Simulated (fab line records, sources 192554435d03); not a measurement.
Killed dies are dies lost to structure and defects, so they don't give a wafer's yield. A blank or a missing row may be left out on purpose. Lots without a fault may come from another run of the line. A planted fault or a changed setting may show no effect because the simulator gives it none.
A struck lot beside a sound one | flow n5_finfet | 21 steps out of a route of 1938
Sound: wafers L899.2, L899.3, L899.4. Struck: wafers L917.3, L917.5. The cause comes at the end.
At each step with rows: each side's tool, then ch and its chambers, then its first start. Under that, the readings that differ: sound wafers | struck wafers | difference of the means | sigmas: that difference in standard deviations of wafers without a fault.
alike: readings whose means differ by less than 2 such deviations, and words and numbers that are the same on both sides. not compared: withheld readings, readings that some wafer has no value for, bounds like >300 that may hide the same value, and numbers for which the record gives no deviation and whose values overlap.
The two part at a step that has a row with sigmas, a row that says differs or no value, or rows on one side only. Numbers that don't overlap but have no deviation are shown without sigmas and don't part them. A reading that every wafer of one side lacks parts them only if that side has two wafers or more.

first, 9 steps without rows for these wafers: N5_BEOL_M0_SAQP_EBR_10; N5_BEOL_M0_SAQP_SOFTBAKE_09 (time 60 s); N5_BEOL_M0_SAQP_EXPOSE_11 (exposes mask M0 CORE, target cd 42 nm); N5_BEOL_M0_SAQP_PEB_12 (peb time 60 s); N5_BEOL_M0_SAQP_DEVELOP_13 (develop time 30 s); N5_BEOL_M0_SAQP_DESCUM_19 (chemistry O2, time 7.9 s); N5_BEOL_M0_SAQP_ETCH_83 (etches SiARC in CF4, target depth 39 nm, time 65 s); N5_BEOL_M0_SAQP_ETCH_84 (etches SOC in N2/H2, target depth 100 nm, overetch 20 nm, time 150 s); N5_BEOL_M0_SAQP_STRIP_80 (strips in N2/H2).
N5_BEOL_M0_SAQP_HM_OPEN_112: chemistry CHF3/O2, target SiO2, stops on a-Si, target depth 12 nm, time 13.5 s.
  sound on rie_diel-04 ch 0,2,3, day 6 13:28; struck on rie_diel-04 ch 1,2, day 11 05:05
  reading                                         | sound          | struck  | difference | sigmas
  model.SOC_of_BEOL_M0_SAQP_COAT_81.thk_nm (nm)   | 99.6 99.8 99.6 | 95 94.8 | -5         |
  model.SiARC_of_BEOL_M0_SAQP_COAT_82.thk_nm (nm) | 4.8 4.6 5.2    | 0 0     | -5         |
  model.a-Si_of_BEOL_M0_SAQP_PECVD_04.thk_nm (nm) | 59.4 60.2 60.4 | 56 57.8 | -3         |
  alike: chamber_pressure_mTorr, drypump_motor_current_A, oes_product_au, rf_vpp_V, showerhead_plenum_p_Torr, throttle_valve_pct
  not compared: rf_hours_counter_h
then, 1 step without rows for these wafers: N5_BEOL_M0_SAQP_STRIP_113 (strips in CHF3/O2).
N5_BEOL_M0_SAQP_MANDREL_ETCH_20: etches a-Si in HBr/Cl2, stops on SiNx, target depth 60 nm, bt time 10 s, time 30 s.
  sound on rie_si-05 ch 0,2,3, day 6 13:32; struck on rie_si-05 ch 3, day 11 05:10
  reading                                       | sound             | struck      | difference | sigmas
  model.SOC_of_BEOL_M0_SAQP_COAT_81.thk_nm (nm) | 76.2 76.2 75.2    | 72 71.4     | -4         |
  model.etch.depth_nm (nm)                      | 59.31 60.12 60.44 | 55.92 57.73 | -3.13      |
  alike: chamber_pressure_mTorr, drypump_motor_current_A, oes_product_au, throttle_valve_pct
  not compared: rf_hours_counter_h
then, 5 steps without rows for these wafers: N5_BEOL_M0_SAQP_STRIP_86 (strips in N2/H2); N5_BEOL_M0_SAQP_STRIP_115 (strips in post etch residue remover, time 60 s); N5_BEOL_M0_SAQP_SRD_93 (time 30 s); N5_BEOL_M0_SAQP_RECESS_114 (chemistry HF/NH3, target SiO2, target depth 14.4 nm, afs cycles 3, sublimation time 60 s); N5_BEOL_M0_SAQP_SPACER1_ALD_98 (deposits SiO2, target thk 12.8 nm, pulse time 1 s, purge time 2 s).
N5_BEOL_M0_SAQP_SPACER1_ETCHBACK_99: etches SiO2 in CHF3/O2, target depth 15.4 nm, time 7.7 s.
  sound on rie_diel-04 ch 0,2,3, day 6 14:38; struck on rie_diel-01 ch 1,2, day 11 06:18
  reading                                         | sound          | struck    | difference | sigmas
  model.a-Si_of_BEOL_M0_SAQP_PECVD_04.thk_nm (nm) | 58.8 59.6 59.8 | 55.4 57.2 | -3.1       |
  alike: chamber_pressure_mTorr, drypump_motor_current_A, oes_product_au, rf_vpp_V, showerhead_plenum_p_Torr, throttle_valve_pct
  not compared: rf_hours_counter_h
then, 1 step without rows for these wafers: N5_BEOL_M0_SAQP_MANDREL1_REMOVE_100 (chemistry HBr/Cl2/O2, target a-Si, stops on SiNx, bt time 10 s).
-- the record jumps here: 2 days lie between the struck wafers' starts before and after (it left off in module BEOL_M0_SAQP and takes up again in module BEOL_M4, whose first step shown is number 1111 of the route) --
N5_BEOL_M4_RC_MEAS_101:
  sound on prober-02 ch 0, day 9 03:25; struck on prober-01 ch 0, day 13 16:08
  alike: DIBL_N, DIBL_P, IOFF_N, IOFF_P, ION_N, ION_P, SS_N, SS_P, VT_N, VT_P
-- the record jumps here: 4 days lie between the struck wafers' starts before and after (it left off in module BEOL_M4 and takes up again in module PASSIVATION, whose first step shown is number 1936 of the route) --
N5_PASSIVATION_PROBE_49:
  the record has rows for the struck wafers here (prober-02, day 17 20:17) and none for the sound ones

WHERE THEY PART
Only at N5_PASSIVATION_PROBE_49, within this record.

WHY: what the simulator had put in
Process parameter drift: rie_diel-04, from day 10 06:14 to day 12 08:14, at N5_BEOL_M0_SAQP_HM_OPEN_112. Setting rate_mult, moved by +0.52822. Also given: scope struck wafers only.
